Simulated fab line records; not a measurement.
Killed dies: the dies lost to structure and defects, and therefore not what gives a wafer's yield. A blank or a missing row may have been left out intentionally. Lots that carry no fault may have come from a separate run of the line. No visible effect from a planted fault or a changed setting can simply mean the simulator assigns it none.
Chamber matching + flow nand-harc + pecvd-03 running NHARC_A_M1_PRE_CLEAN_32: 3 sister chambers
The step time 12 s. 16 wafers are shown with their chamber, then 8 later ones without.

== EACH WAFER AND ITS CHAMBER ==
| wafer  | chamber | heater-power-w (W) | susceptor-temp-C (C) |
|--------|---------|--------------------|----------------------|
| L075.2 | 2       | 627                | 369.58               |
| L075.5 | 1       | 626                | 369.89               |
| L075.6 | 0       | 695                | 370.10               |
| L074.2 | 2       | 718                | 370.30               |
| L074.3 | 0       | 655                | 369.85               |
| L074.6 | 0       | 656                | 370.16               |
| L080.1 | 1       | 701                | 369.96               |
| L080.2 | 2       | 686                | 370.27               |
| L080.6 | 1       | 697                | 369.70               |
| L084.3 | 2       | 699                | 369.86               |
| L084.5 | 0       | 679                | 369.88               |
| L084.6 | 2       | 683                | 369.77               |
| L086.1 | 0       | 594                | 369.80               |
| L086.2 | 1       | 712                | 370.07               |
| L086.6 | 2       | 709                | 369.88               |
| L087.2 | 0       | 613                | 370.71               |

SIGNATURES (means of the wafers above)
| reading          | chamber 0 | chamber 1 | chamber 2 | scatter within a chamber |
|------------------|-----------|-----------|-----------|--------------------------|
| heater-power-w   | 648.67    | 684.00    | 687.00    | 36.4                     |
| susceptor-temp-C | 370.0833  | 369.9050  | 369.9433  | 0.285                    |
Rule: a wafer lies at a distance from a chamber equal to the root of the sum of squares, over the readings, of (its reading less the chamber's mean, divided by the reading's scatter). If the next closest chamber is less than 2 further off than the closest, the wafer can't be placed; otherwise it belongs to the closest. The scatter: the root of (the sum of the squares of (reading less its chamber's mean) over the shown wafers, divided by (wafers less chambers)).

== WAFERS WITH NO CHAMBER GIVEN ==
| wafer  | heater-power-w (W) | susceptor-temp-C (C) |
|--------|--------------------|----------------------|
| L087.5 | 694                | 369.61               |
| L087.6 | 638                | 370.09               |
| L092.1 | 699                | 370.11               |
| L092.5 | 692                | 369.75               |
| L092.6 | 671                | 369.86               |
| L093.1 | 667                | 370.26               |
| L093.3 | 672                | 370.06               |
| L093.6 | 667                | 370.03               |

== CHAMBER TAKEN BY EACH ==
| wafer  | from the rows above          | in truth |
|--------|------------------------------|----------|
| L087.5 | can't be placed: 1 or 2 or 0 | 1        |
| L087.6 | can't be placed: 0 or 1 or 2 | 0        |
| L092.1 | can't be placed: 2 or 1 or 0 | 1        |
| L092.5 | can't be placed: 1 or 2 or 0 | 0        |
| L092.6 | can't be placed: 1 or 2 or 0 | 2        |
| L093.1 | can't be placed: 0 or 2 or 1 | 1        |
| L093.3 | can't be placed: 2 or 1 or 0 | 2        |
| L093.6 | can't be placed: 0 or 2 or 1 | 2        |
0 of 8 placed correctly. Cannot be placed on the basis of these rows: 8; the candidates contain the true chamber in 8. Placed wrongly: 0.
